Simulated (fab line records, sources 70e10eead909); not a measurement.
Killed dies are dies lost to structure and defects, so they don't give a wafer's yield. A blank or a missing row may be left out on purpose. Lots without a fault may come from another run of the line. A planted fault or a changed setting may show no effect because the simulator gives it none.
fab line records | flow nand_harc
record lots=24 wafers=72 last_day=34
route steps=1302 shown A_STAIRCASE@841 A_SLIT@923
lots that met no fault: from a run of the same line without faults
start_h: hours from the record's first day to the start of the lot's first wafer shown | wait_h: hours since the lot's step before | " the same as in the row above | L1.1+2: a row that stands for several wafers | - no value, or no start given | * or withheld: withheld | < > ~ a bound
route shown NAME@n: a module of which the file shows steps, and the number in the route of the first | usual: mean/standard deviation of fault-free wafers | same: alike in all rows | chamber/n: place in a boat | sites: the reading at each site | _std_site: their standard deviation | _edge_site: outer sites' mean less inner sites' | radius_mm: how far each site lies from the wafer's centre | mask NAME#n: copy n | behind: the tool/chamber that last shaped the wafer | hold: why the lot was held/for how many hours/how that ended | device: the transistor (n, p or np) that didn't switch | end of line: the same wafers' tests at the end of the route | a step without rows: its recipe alone | killed: dies lost to structure and defects at the first sort, not the wafer's yield | map: a wafer's dies, x killed, . not, _ none there
set.NAME: the setting as run; set.NAME@STEP: as run at that earlier step | model.NAME: the simulator's own value behind a step, which no gauge read
steps of the route over a sample of lots; a table a step, a row a wafer
services: from which hour (start_h, from the record's first day; less than 0 if before it) a tool's chamber was out of use, for how many hours, and why
## steps
# step NHARC_A_STAIRCASE_ALD_415
# recipe target_thk_a=300 pulse_time_s=6 ald_cycles=300 temp_c=300 material=SiO2
# usual heater_power_w=475/57 precursor_pulse_height_rel=1.001/0.02 susceptor_temp_C=300.00/0.17
# same pulse_time_s=6
# columns lot.wafer tool chamber start_h wait_h heater_power_w precursor_pulse_height_rel susceptor_temp_C
L074.2 ald_hk-04 3 396.74 0.3 499 0.985 299.99
L074.3 " 0 " " 508 1.005 300.09
L074.1 " 1 " " 420 1.007 299.87
L075.2 ald_hk-04 0 400.80 0.1 496 1.007 300.00
L075.1 " 1 " " 423 1.010 300.35
L075.4 " 3 " " 510 0.984 300.08
L076.3 ald_hk-02 2 401.74 0.5 428 0.991 299.90
L076.5 " 0 " " 633 0.993 300.12
L076.6 " 1 " " 426 1.000 300.03
L077.2 ald_hk-02 3 413.13 0.2 399 1.002 299.82
L077.3 " 1 " " 419 0.964 300.04
L077.1 " 2 " " 445 1.023 299.88
L078.1 ald_hk-04 3 423.11 0.3 510 1.014 300.26
L078.4 " 1 " " 416 0.978 300.01
L078.5 " 3 " " 501 1.006 299.83
L079.4 ald_hk-01 1 446.81 4.0 488 1.017 299.77
L079.6 " 3 " " 513 1.016 299.86
L079.5 " 0 " " 397 1.009 300.34
L080.2 ald_hk-04 3 448.03 0.3 533 0.991 299.70
L080.1 " 1 " " 423 0.990 299.63
L080.4 " 2 " " 452 1.004 300.00
L082.2 ald_hk-04 3 459.07 1.0 527 0.980 299.75
L082.5 " 1 " " 411 1.004 299.89
L082.6 " 2 " " 460 1.020 299.93
L081.2 ald_hk-01 2 460.12 0.1 476 0.993 299.94
L081.3 " 0 " " 392 1.002 300.39
L081.6 " 2 " " 480 1.007 300.09
L085.3 ald_hk-01 0 485.63 0.1 407 1.027 299.89
L085.4 " 1 " " 495 1.001 300.15
L085.2 " 2 " " 508 0.982 299.87
L084.2 ald_hk-04 0 489.54 0.1 492 0.999 300.22
L084.4 " 3 " " 529 1.020 300.22
L084.6 " 1 " " 423 1.000 299.85
L083.2 ald_hk-01 3 491.03 0.3 497 0.997 299.85
L083.4 " 0 " " 404 0.975 299.64
L083.5 " 2 " " 501 1.037 300.15
L086.2 ald_hk-02 3 517.89 0.3 409 0.995 299.71
L086.3 " 0 " " 639 1.044 300.17
L086.5 " 3 " " 416 0.998 299.99
L087.3 ald_hk-01 2 519.45 0.1 505 0.999 300.10
L087.4 " 0 " " 405 0.978 299.89
L087.2 " 1 " " 487 0.986 299.93
L088.3 ald_hk-04 0 531.58 0.1 489 0.972 300.07
L088.2 " 2 " " 472 0.991 300.13
L088.6 " 0 " " 496 1.008 300.14
L089.2 ald_hk-01 3 535.94 0.1 499 1.019 -
L089.4 " 0 " " 400 1.034 -
L089.1 " 2 " " 499 0.980 -
L090.3 ald_hk-04 3 541.75 0.5 529 0.993 300.08
L090.2 " 0 " " 479 1.004 299.84
L090.6 " 2 " " 471 1.038 300.10
L091.1 ald_hk-04 1 567.36 0.1 424 1.046 299.92
L091.3 " 2 " " 465 1.016 300.13
L091.4 " 0 " " 508 0.997 300.14
L092.1 ald_hk-01 1 571.42 0.5 479 1.009 300.07
L092.6 " 3 " " 521 0.972 299.85
L092.5 " 0 " " 407 1.021 299.97
L093.1 ald_hk-01 1 574.86 0.1 483 1.004 300.00
L093.3 " 3 " " 492 0.978 300.15
L093.5 " 1 " " 486 0.982 300.23
L094.4 ald_hk-02 2 593.18 0.3 434 1.002 300.11
L094.3 " 3 " " 408 1.004 300.05
L094.5 " 2 " " 419 0.990 299.95
L095.1 ald_hk-01 3 604.68 0.3 513 0.999 299.82
L095.4 " 1 " " 489 0.995 299.81
L095.5 " 3 " " 516 0.978 300.02
L096.4 ald_hk-02 1 608.09 0.5 438 1.011 299.89
L096.3 " 2 " " 423 0.980 299.81
L096.5 " 3 " " 406 1.035 300.30
L097.1 ald_hk-01 3 618.86 3.1 512 1.008 299.89
L097.4 " 1 " " 470 1.007 299.84
L097.5 " 2 " " 506 1.038 299.68
# step NHARC_A_STAIRCASE_DEP_417
# recipe target_thk_a=600 step_coverage_pct=20 temp_c=400 target_thk_nm=60 flow_sccm=200 rf_w=450 material=Si3N4
# usual heater_power_w=752/62 showerhead_vpp_V=1270/41 susceptor_temp_C=400.01/0.24
# columns lot.wafer tool chamber start_h wait_h heater_power_w showerhead_vpp_V susceptor_temp_C
L074.3 pecvd-01 1 398.77 - 773 1296 399.85
L074.1 " 2 " " 927 1272 399.72
L074.2 " 0 " " 752 1209 399.69
L075.2 pecvd-04 0 403.12 - 712 1260 400.56
L075.1 " 1 " " 759 1241 399.89
L075.4 " 2 " " 721 1269 400.16
L076.3 pecvd-03 2 403.65 - 773 1338 400.10
L076.5 " 1 " " 718 1276 400.02
L076.6 " 2 " " 752 1339 400.02
L077.3 pecvd-03 1 415.39 - 806 1273 400.32
L077.2 " 2 " " 731 1337 400.08
L077.1 " 0 " " 687 1247 399.87
L078.1 pecvd-01 0 425.19 - 665 1213 399.79
L078.5 " 2 " " 851 1281 399.74
L078.4 " 1 " " 646 1302 399.92
L079.5 pecvd-04 0 448.74 - 697 1244 400.30
L079.6 " 1 " " 793 1260 400.08
L079.4 " 2 " " 802 1226 399.74
L080.1 pecvd-01 1 450.38 - 779 1309 399.99
L080.2 " 2 " " 832 1264 399.99
L080.4 " 2 " " 832 1269 400.19
L082.2 pecvd-01 1 461.91 - 724 1314 399.91
L082.6 " 0 " " 687 1217 400.11
L082.5 " 1 " " 738 1286 400.22
L081.3 pecvd-01 2 462.45 - 798 1274 399.93
L081.2 " 1 " " 751 1308 400.14
L081.6 " 2 " " 791 1257 400.15
L085.2 pecvd-03 2 488.66 - 781 1327 400.56
L085.3 " 0 " " 666 1246 399.88
L085.4 " 1 " " 849 1279 399.56
L084.2 pecvd-04 1 491.90 - 788 1254 400.20
L084.4 " 2 " " 731 1270 399.71
L084.6 " 0 " " 617 1277 399.68
L083.2 pecvd-03 1 493.11 - 825 1302 400.59
L083.4 " 1 " " 829 1270 400.53
L083.5 " 2 " " 755 1353 399.81
L086.3 pecvd-04 1 519.91 - 705 1232 400.18
L086.2 " 2 " " 847 1236 400.14
L086.5 " 1 " " 719 1257 399.73
L087.2 pecvd-03 2 523.14 - 754 1345 400.12
L087.3 " 0 " " 751 1226 399.84
L087.4 " 0 " " 774 1256 400.02
L088.2 pecvd-03 2 533.99 - 833 1342 400.02
L088.3 " 0 " " 788 1256 400.09
L088.6 " 0 " " 772 1254 400.32
L089.1 pecvd-01 0 538.64 - 620 1230 399.70
L089.2 " 1 " " 743 1311 399.85
L089.4 " 2 " " 711 1271 399.95
L090.2 pecvd-01 2 543.61 - 740 1286 400.08
L090.3 " 0 " " 685 1210 399.86
L090.6 " 1 " " 805 1346 399.97
L091.3 pecvd-03 0 569.62 - 818 1227 399.30
L091.1 " 1 " " 792 1260 400.14
L091.4 " 1 " " 795 1288 400.28
L092.1 pecvd-03 0 573.22 - 758 1226 400.16
L092.6 " 0 " " 773 1226 399.66
L092.5 " 2 " " 691 1329 399.78
L093.1 pecvd-01 2 578.99 - 792 1299 399.98
L093.3 " 0 " " 704 1206 400.17
L093.5 " 1 " " 725 1290 399.93
L094.3 pecvd-01 1 595.24 - 731 1317 399.93
L094.5 " 0 " " 736 1200 400.15
L094.4 " 1 " " 744 1290 399.77
L095.1 pecvd-01 2 606.72 - 758 1282 399.85
L095.5 " 2 " " 764 1284 399.54
L095.4 " 1 " " 808 1316 399.53
L096.3 pecvd-04 1 609.97 - 706 1239 400.23
L096.4 " 0 " " 684 1260 400.47
L096.5 " 1 " " 726 1253 399.93
L097.1 pecvd-03 2 621.26 - 833 1337 400.20
L097.5 " 1 " " 827 1267 399.85
L097.4 " 0 " " 757 1226 400.06
# step NHARC_A_STAIRCASE_ALD_420
# recipe target_thk_a=200 pulse_time_s=6 ald_cycles=200 temp_c=300 material=SiO2
# usual heater_power_w=473/64 precursor_pulse_height_rel=0.999/0.02 susceptor_temp_C=299.98/0.19
# same pulse_time_s=6
# columns lot.wafer tool chamber start_h wait_h heater_power_w precursor_pulse_height_rel susceptor_temp_C
L074.3 ald_hk-04 1 402.19 - 424 0.964 300.06
L074.1 " 3 " " 512 1.030 300.06
L074.2 " 0 " " 483 1.000 299.96
L075.1 ald_hk-01 1 405.79 - 483 0.992 299.48
L075.4 " 3 " " 509 1.031 300.08
L075.2 " 0 " " 385 0.987 300.15
L076.3 ald_hk-04 0 406.11 - 502 0.977 300.07
L076.6 " 2 " " 490 1.012 299.82
L076.5 " 3 " " 512 1.039 300.09
L077.1 ald_hk-01 2 418.11 - 471 1.004 299.99
L077.3 " 0 " " 396 1.010 299.89
L077.2 " 1 " " 494 0.981 299.53
L078.1 ald_hk-02 1 429.53 - 418 1.031 299.89
L078.4 " 3 " " 400 0.972 300.36
L078.5 " 2 " " 437 0.976 299.93
L079.4 ald_hk-01 0 451.63 - 396 0.952 300.19
L079.5 " 2 " " 487 1.005 300.19
L079.6 " 3 " " 519 0.992 299.99
L080.1 ald_hk-01 0 453.04 - 404 1.002 299.80
L080.2 " 2 " " 476 1.008 299.82
L080.4 " 3 " " 510 0.990 300.30
L081.2 ald_hk-02 1 464.53 - 418 0.970 299.94
L081.3 " 3 " " 407 1.000 299.91
L081.6 " 1 " " 421 1.017 300.09
L082.2 ald_hk-04 2 464.54 - 449 0.983 299.67
L082.5 " 2 465.81 - 449 0.974 299.76
L082.6 " 3 " " 513 1.021 300.13
L085.2 ald_hk-02 3 491.33 - 393 1.007 300.08
L085.3 " 0 " " 652 1.006 299.84
L085.4 " 2 " " 447 0.994 300.15
L084.2 ald_hk-02 0 494.52 - 640 1.025 300.01
L084.4 " 1 " " 417 1.017 299.73
L084.6 " 0 " " 641 1.010 299.94
L083.4 ald_hk-01 1 494.52 - 480 1.029 300.09
L083.2 " 0 " " 397 0.975 300.01
L083.5 " 1 " " 485 1.016 299.88
L086.2 ald_hk-02 3 523.07 - 400 1.038 300.11
L086.3 " 0 " " 627 0.996 300.09
L086.5 " 2 " " 447 0.976 299.96
L087.3 ald_hk-02 0 525.80 - 647 1.003 300.16
L087.4 " 1 " " 428 0.989 300.23
L087.2 " 2 " " 445 0.986 300.03
L088.3 ald_hk-01 1 539.82 - 497 1.042 300.17
L088.2 " 2 " " 510 0.990 299.83
L088.6 " 0 " " 414 1.010 299.66
L089.2 ald_hk-02 2 541.35 - 437 0.995 300.10
L089.1 " 3 " " 398 1.023 299.56
L089.4 " 0 " " 635 0.987 299.95
L090.3 ald_hk-01 0 546.61 - 402 1.001 -
L090.2 " 1 " " 491 1.005 -
L090.6 " 0 " " 400 0.966 -
L091.3 ald_hk-01 2 572.35 - 508 0.999 300.05
L091.1 " 3 " " 505 0.998 299.83
L091.4 " 0 " " 416 1.028 299.88
L092.1 ald_hk-04 2 576.40 - 473 1.035 300.18
L092.5 " 3 " " 529 0.994 299.87
L092.6 " 0 " " 485 0.979 299.55
L093.3 ald_hk-02 2 581.71 - 419 1.002 300.22
L093.1 " 1 " " 444 0.990 300.19
L093.5 " 3 " " 404 1.002 299.92
L094.3 ald_hk-02 0 598.23 - 614 0.985 299.88
L094.4 " 1 " " 445 1.008 299.98
L094.5 " 3 " " 412 1.040 300.09
L095.4 ald_hk-04 0 609.76 - 491 0.977 300.26
L095.1 " 1 " " 417 0.995 300.21
L095.5 " 3 " " 529 0.986 299.84
L096.4 ald_hk-01 2 612.93 - 508 0.993 299.92
L096.3 " 3 " " 521 0.989 299.98
L096.5 " 1 " " 488 0.995 300.34
L097.4 ald_hk-04 0 623.94 - 478 1.013 299.87
L097.1 " 1 " " 407 0.989 299.89
L097.5 " 0 " " 471 1.011 299.61
# step NHARC_A_SLIT_DEP_00
# recipe target_thk_a=62000 temp_c=400 material=aC
# usual susceptor_temp_C=400.03/0.22 throttle_valve_pct=34.999/0.0098
# columns lot.wafer tool chamber start_h wait_h susceptor_temp_C throttle_valve_pct
L075.1 acl_dep-02 0 451.48 - - 34.994
L075.2 " 0 " " - 34.998
L075.4 " 0 453.35 - - 34.997
L074.1 acl_dep-01 0 455.00 - - 34.997
L074.2 " 0 " " - 34.994
L074.3 " 0 " " - 34.978
L076.3 acl_dep-02 0 456.46 - - 35.000
L076.5 " 0 457.70 - - 35.001
L076.6 " 0 " " - 34.997
L077.1 acl_dep-01 0 470.34 - 399.98 34.999
L077.2 " 0 " " 399.99 34.997
L077.3 " 0 " " 399.86 34.996
L078.1 acl_dep-02 0 483.84 - - 34.997
L078.4 " 0 485.70 - - 34.995
L078.5 " 0 " " - 34.981
L080.1 acl_dep-03 0 504.88 - 399.25 34.989
L080.2 " 0 " " 399.86 34.995
L080.4 " 0 506.76 - 399.53 35.018
L079.4 acl_dep-02 0 505.87 - 400.09 34.991
L079.5 " 0 " " 400.06 35.003
L079.6 " 0 " " 400.02 35.009
L081.2 acl_dep-02 0 517.39 - 400.08 35.021
L081.3 " 0 " " 400.11 35.005
L081.6 " 0 519.91 - 400.00 35.001
L082.2 acl_dep-03 0 517.85 - 400.18 35.018
L082.5 " 0 519.73 - 400.02 35.005
L082.6 " 0 " " 400.25 35.010
L084.2 acl_dep-01 0 540.46 - 399.88 34.983
L084.4 " 0 541.72 - 399.90 34.986
L084.6 " 0 542.98 - 400.10 34.996
L083.2 acl_dep-03 0 540.88 - - 34.996
L083.4 " 0 542.13 - - 35.007
L083.5 " 0 " " - 35.012
L085.2 acl_dep-02 0 540.90 - 399.92 34.996
L085.3 " 0 " " 400.26 34.999
L085.4 " 0 " " 399.91 35.012
L087.2 acl_dep-01 0 573.52 - - 35.012
L087.3 " 0 " " - 35.004
L087.4 " 0 " " - 34.992
L086.2 acl_dep-03 0 573.58 - 399.81 35.002
L086.3 " 0 " " 400.66 35.003
L086.5 " 0 575.45 - 400.02 35.001
L089.1 acl_dep-01 0 591.04 - - 34.993
L089.2 " 0 " " - 35.012
L089.4 " 0 592.89 - - 34.984
L090.2 acl_dep-02 0 591.44 - 400.19 34.989
L090.3 " 0 " " 399.86 34.998
L090.6 " 0 593.98 - 399.93 34.993
L088.2 acl_dep-03 0 594.81 - 399.98 34.973
L088.3 " 0 " " 399.77 35.013
L088.6 " 0 597.31 - 399.49 34.987
L092.1 acl_dep-01 0 624.92 - 400.11 35.005
L092.5 " 0 627.41 - 399.92 35.002
L092.6 " 0 " " 400.19 34.995
L091.1 acl_dep-03 0 624.92 - - 34.991
L091.3 " 0 626.16 - - 35.015
L091.4 " 0 " " - 35.005
L093.1 acl_dep-01 0 637.11 - - 35.010
L093.3 " 0 638.34 - - 34.991
L093.5 " 0 639.57 - - 35.003
L094.3 acl_dep-01 0 646.33 - 400.21 34.984
L094.4 " 0 " " 399.97 35.012
L094.5 " 0 " " 400.14 35.004
L095.1 acl_dep-03 0 662.97 - 400.28 35.008
L095.4 " 0 664.88 - 400.43 35.012
L095.5 " 0 " " 400.23 34.991
L096.3 acl_dep-02 0 664.36 - 399.93 35.001
L096.4 " 0 " " 399.97 35.004
L096.5 " 0 " " 400.11 34.991
L097.1 acl_dep-02 0 673.01 - 400.20 34.998
L097.4 " 0 674.91 - 400.01 34.992
L097.5 " 0 " " 400.00 35.012
# step NHARC_A_SLIT_ETCH_26
# recipe bias_v=400 source_w=2000 pressure_mtorr=25 time_s=90 ar_flow_sccm=375 c4f8_flow_sccm=41.7 o2_flow_sccm=83.3 target_depth_a=4000 chemistry=C4F8/O2/Ar
# usual drypump_motor_current_A=5.9/0.3 he_backside_leak_sccm=5.9/1.1 showerhead_plenum_p_Torr=3.72/0.13 throttle_valve_pct=27.620/0.0094
# columns lot.wafer tool chamber start_h wait_h drypump_motor_current_A he_backside_leak_sccm rf_hours_counter_h showerhead_plenum_p_Torr throttle_valve_pct
L075.2 har_etch-02 0 461.40 3.0 6.2 4.7 50 3.72 27.610
L075.1 " 1 " " 5.6 4.6 50 3.95 27.620
L075.4 " 0 " " 6.2 4.8 - 3.72 27.621
L074.2 har_etch-01 0 464.47 3.0 6.1 6.5 244 3.69 27.621
L074.1 " 1 " " 5.4 6.9 244 3.62 27.618
L074.3 " 0 " " 6.1 6.6 - 3.69 27.637
L076.3 har_etch-02 0 465.25 1.9 6.2 4.8 - 3.71 27.630
L076.5 " 0 " " 6.2 4.8 - 3.71 27.607
L076.6 " 1 " " 5.7 4.9 - 3.95 27.626
L077.2 har_etch-02 0 479.85 3.0 6.2 4.8 61 3.71 27.615
L077.1 " 1 " " 5.7 4.6 61 3.95 27.628
L077.3 " 0 " " 6.2 8.2 - 3.71 27.625
L078.1 har_etch-01 0 493.32 2.4 6.1 7.0 263 3.68 27.612
L078.4 " 1 " " 5.4 7.2 - 3.61 27.619
L078.5 " 1 " " 5.4 7.2 - 3.61 27.625
L079.4 har_etch-01 1 513.70 1.3 5.5 6.9 - 3.61 27.611
L079.5 " 0 " " 6.1 6.8 - 3.67 27.620
L079.6 " 1 " " 5.5 6.8 - 3.61 27.612
L080.1 har_etch-02 1 514.38 3.0 5.7 4.7 80 3.93 27.612
L080.2 " 0 " " 6.2 4.9 80 3.70 27.615
L080.4 " 1 " " 5.7 4.7 - 3.93 27.638
L081.2 har_etch-02 1 526.18 3.0 5.7 4.6 87 3.93 27.629
L081.3 " 0 " " 6.2 5.0 - 3.70 27.631
L081.6 " 0 " " 6.2 5.0 - 3.70 27.623
L082.2 har_etch-01 0 529.06 3.0 6.1 7.1 282 3.67 27.623
L082.5 " 0 " " 6.1 7.1 - 3.67 27.631
L082.6 " 1 " " 5.5 7.1 - 3.60 27.644
L084.2 har_etch-02 0 550.20 2.5 6.2 5.0 103 3.69 27.623
L084.4 " 0 " " 6.2 4.9 - 3.69 27.618
L084.6 " 1 " " 5.6 5.2 - 3.92 27.618
L083.2 har_etch-01 0 550.32 3.0 6.1 6.9 297 3.66 27.620
L083.4 " 1 " " 5.4 6.9 - 3.59 27.610
L083.5 " 1 " " 5.4 7.1 - 3.59 27.617
L085.2 har_etch-02 1 554.04 3.1 5.6 5.1 106 3.92 27.626
L085.4 " 1 " " 5.6 5.1 - 3.92 27.602
L085.3 " 0 " " 6.2 4.9 - 3.69 27.616
L087.2 har_etch-02 1 582.40 2.4 5.7 5.4 118 3.91 27.624
L087.3 " 0 " " 6.2 5.1 - 3.68 27.621
L087.4 " 1 " " 5.6 5.0 - 3.91 27.626
L086.2 har_etch-01 0 582.59 2.5 6.1 7.0 313 3.65 27.606
L086.3 " 0 " " 6.1 7.0 - 3.65 27.618
L086.5 " 0 " " 6.0 7.2 - 3.65 27.621
L090.2 har_etch-02 1 600.40 2.4 5.7 5.0 129 3.90 27.636
L090.3 " 1 " " 5.6 5.2 - 3.90 27.631
L090.6 " 0 " " 6.2 5.3 - 3.67 27.623
L089.2 har_etch-01 0 600.82 3.0 6.1 7.0 324 3.64 27.647
L089.1 " 1 " " 5.5 7.6 324 3.58 27.607
L089.4 " 0 " " 6.1 7.0 - 3.64 27.603
L088.2 har_etch-02 0 604.20 3.0 6.2 5.0 133 3.67 27.619
L088.3 " 0 " " 6.2 5.1 - 3.67 27.624
L088.6 " 0 " " 6.2 5.0 - 3.67 27.616
L092.1 har_etch-01 0 634.61 2.5 6.0 6.8 339 3.63 27.631
L092.6 " 1 " " 5.4 7.6 - 3.57 27.632
L092.5 " 0 " " 6.1 7.0 - 3.63 27.612
L091.1 har_etch-02 0 634.73 2.5 6.2 5.1 148 3.66 27.605
L091.3 " 1 " " 5.6 5.2 - 3.89 27.623
L091.4 " 0 " " 6.2 5.1 - 3.66 27.618
L093.1 har_etch-02 1 646.62 2.5 5.7 5.3 156 3.89 27.623
L093.3 " 1 " " 5.7 5.3 - 3.89 27.621
L093.5 " 1 " " 5.7 5.4 - 3.89 27.621
L094.3 har_etch-01 0 654.72 1.9 6.1 7.6 - 3.63 27.618
L094.4 " 1 " " 5.5 7.7 - 3.56 27.630
L094.5 " 1 " " 5.5 7.5 - 3.56 27.635
L095.1 har_etch-02 0 672.60 2.5 6.2 5.2 171 3.65 27.618
L095.4 " 1 " " 5.7 4.8 - 3.88 27.619
L095.5 " 0 " " 6.2 5.2 - 3.65 27.621
L096.4 har_etch-01 1 673.05 1.9 5.5 7.4 - 3.56 27.626
L096.3 " 0 " " 6.1 7.1 - 3.62 27.615
L096.5 " 1 " " 5.4 7.4 - 3.56 27.605
L097.1 har_etch-02 0 682.91 3.0 6.2 5.2 179 3.64 27.624
L097.4 " 1 " " 5.7 5.4 - 3.88 27.606
L097.5 " 1 " " 5.7 5.3 - 3.88 27.627
# step NHARC_A_SLIT_STRIP_18
# recipe o2_flow_sccm=500 ar_flow_sccm=0 bias_w=0 chemistry=O2
# usual drypump_motor_current_A=5.8/0.44 oes_product_au=0.998/0.0072 rf_vpp_V=57.8/0.96 showerhead_plenum_p_Torr=3.53/0.14 throttle_valve_pct=17.037/0.01
# columns lot.wafer tool chamber start_h wait_h drypump_motor_current_A oes_product_au rf_hours_counter_h rf_vpp_V showerhead_plenum_p_Torr throttle_valve_pct
L075.1 rie_diel-13 1 - - 5.8 1.004 6 57.8 3.70 17.057
L075.2 " 3 " " 5.1 1.005 6 56.1 3.41 17.040
L075.4 " 0 " " 5.9 0.989 6 56.6 3.52 17.050
L074.3 rie_diel-09 0 - - 6.0 1.004 8 56.7 3.33 17.022
L074.2 " 1 " " 5.7 1.004 9 57.0 3.58 17.023
L074.1 " 2 " " 5.2 0.992 9 57.7 3.38 17.038
L076.3 rie_diel-10 1 - - 6.3 0.995 3 59.2 3.58 17.040
L076.6 " 0 " " 5.4 0.989 - 59.1 3.52 17.035
L076.5 " 1 " " 6.3 0.977 - 58.0 3.58 17.046
L077.3 rie_diel-09 1 - - 5.7 0.999 9 58.6 3.58 17.058
L077.1 " 3 " " 5.6 0.998 8 57.5 3.63 17.028
L077.2 " 0 " " 6.1 1.000 8 56.8 3.33 17.038
L078.4 rie_diel-10 1 - - 6.3 0.989 6 57.4 3.58 17.054
L078.1 " 2 " " 6.4 0.981 5 55.5 3.37 17.048
L078.5 " 3 " " 5.1 0.986 - 57.9 3.77 17.058
L079.4 rie_diel-09 0 - - 6.0 1.005 1 56.6 3.32 17.043
L079.6 " 0 " " 6.0 0.992 - 56.6 3.32 17.041
L079.5 " 1 " " 5.7 1.001 - 58.5 3.57 17.052
L080.4 rie_diel-10 1 - - 6.3 0.995 8 58.6 3.58 17.035
L080.1 " 2 " " 6.5 1.001 7 56.5 3.37 17.041
L080.2 " 3 " " 5.1 0.999 7 58.9 3.76 17.039
L081.3 rie_diel-09 3 - - 5.6 1.010 2 58.3 3.63 17.029
L081.2 " 0 " " 6.0 0.987 2 56.9 3.32 17.035
L081.6 " 1 " " 5.7 0.999 - 55.8 3.57 17.045
L082.2 rie_diel-13 1 - - 5.8 1.005 0 59.3 3.70 17.024
L082.6 " 1 " " 5.8 1.010 - 57.2 3.70 17.040
L082.5 " 2 " " 6.3 0.994 - 59.4 3.67 17.037
L084.2 rie_diel-13 2 - - 6.3 1.000 1 57.5 3.67 17.036
L084.4 " 3 " " 5.1 1.005 1 58.7 3.40 17.025
L084.6 " 1 " " 5.8 0.996 - 58.3 3.70 17.036
L083.4 rie_diel-10 1 - - 6.3 0.994 11 59.2 3.57 17.009
L083.2 " 2 " " 6.5 0.989 10 56.4 3.37 17.032
L083.5 " 3 " " 5.1 0.996 - 58.8 3.76 17.039
L085.4 rie_diel-13 1 - - 5.8 0.997 1 57.4 3.70 17.057
L085.2 " 3 " " 5.1 0.996 2 56.6 3.40 17.043
L085.3 " 0 " " 5.9 1.014 1 57.3 3.51 17.026
L087.3 rie_diel-09 0 - - 6.0 0.994 5 56.9 3.32 17.041
L087.4 " 1 " " 5.7 1.000 5 58.7 3.57 17.064
L087.2 " 2 " " 5.2 1.003 5 56.1 3.37 17.033
L086.3 rie_diel-10 3 - - 5.1 0.995 11 58.3 3.76 17.027
L086.2 " 0 " " 5.4 0.992 12 58.7 3.52 17.040
L086.5 " 3 " " 5.1 0.994 - 58.1 3.76 17.045
L090.2 rie_diel-09 1 - - 5.8 1.000 6 58.6 3.57 17.040
L090.3 " 2 " " 5.2 1.010 6 58.3 3.37 17.025
L090.6 " 1 " " 5.7 1.002 - 58.9 3.57 17.044
L089.1 rie_diel-09 0 - - 6.1 0.992 6 57.4 3.32 17.036
L089.2 " 1 " " 5.7 0.997 6 57.5 3.57 17.043
L089.4 " 2 " " 5.2 1.001 6 56.1 3.37 17.032
L088.3 rie_diel-13 2 - - 6.3 0.993 5 59.1 3.66 17.047
L088.2 " 3 " " 5.1 1.007 6 58.0 3.40 17.035
L088.6 " 3 " " 5.1 1.010 - 58.0 3.40 17.046
L092.1 rie_diel-10 1 - - 6.3 1.005 1 58.5 3.57 17.021
L092.5 " 1 " " 6.3 0.994 - 58.0 3.57 17.033
L092.6 " 2 " " 6.4 0.994 - 57.7 3.37 17.044
L091.1 rie_diel-09 2 - - 5.3 1.002 8 57.1 3.37 17.051
L091.4 " 3 " " 5.6 1.006 6 59.3 3.63 17.048
L091.3 " 1 " " 5.7 1.000 8 58.6 3.57 17.037
L093.1 rie_diel-10 0 - - 5.4 0.989 2 58.0 3.51 17.031
L093.3 " 1 " " 6.3 0.998 3 57.7 3.57 17.030
L093.5 " 2 " " 6.5 0.998 - 56.8 3.37 17.039
L094.4 rie_diel-09 1 - - 5.7 0.986 9 59.1 3.57 17.034
L094.3 " 2 " " 5.2 0.994 9 57.5 3.37 17.025
L094.5 " 1 " " 5.7 1.002 - 57.7 3.57 17.027
L095.1 rie_diel-09 3 - - 5.6 1.003 8 58.7 3.63 17.031
L095.4 " 0 " " 6.0 0.994 9 57.9 3.32 17.032
L095.5 " 0 " " 6.1 0.998 - 58.2 3.32 17.021
L096.3 rie_diel-10 1 - - 6.3 1.002 4 58.4 3.57 17.031
L096.4 " 3 " " 5.2 0.998 3 58.4 3.76 17.017
L096.5 " 2 " " 6.4 0.989 - 57.0 3.37 17.041
L097.1 rie_diel-13 3 - - 5.1 0.993 10 57.7 3.40 17.046
L097.4 " 0 " " 5.9 0.990 9 57.7 3.51 17.037
L097.5 " 3 " " 5.1 1.001 - 58.6 3.40 17.032
## services
# columns tool chamber start_h hours kind
har_etch-02 - 377.00 17.0 pm
rie_diel-10 0 379.04 4.9 repair
rie_diel-10 1 392.35 1.3 repair
acl_dep-02 - 424.26 13.0 pm
ald_hk-04 - 432.74 10.0 pm
ald_hk-04 - 468.95 1.0 repair
ald_hk-01 - 474.40 10.0 pm
pecvd-01 - 492.00 13.0 pm
rie_diel-09 - 497.75 9.0 pm
pecvd-03 - 547.19 13.0 pm
pecvd-03 2 585.82 4.0 repair
rie_diel-09 0 588.70 1.8 repair
pecvd-03 0 603.76 3.6 repair
acl_dep-02 - 606.61 13.0 pm
ald_hk-04 - 607.25 0.9 repair
ald_hk-04 - 610.74 10.0 pm
rie_diel-09 3 614.44 9.0 repair
rie_diel-09 3 624.71 9.7 repair
ald_hk-01 - 645.69 3.8 repair
pecvd-01 - 647.51 0.3 repair
ald_hk-01 - 654.11 10.0 pm
pecvd-03 - 672.63 1.6 repair
pecvd-01 - 673.00 13.0 pm
rie_diel-09 - 674.75 9.0 pm
## key
fault none
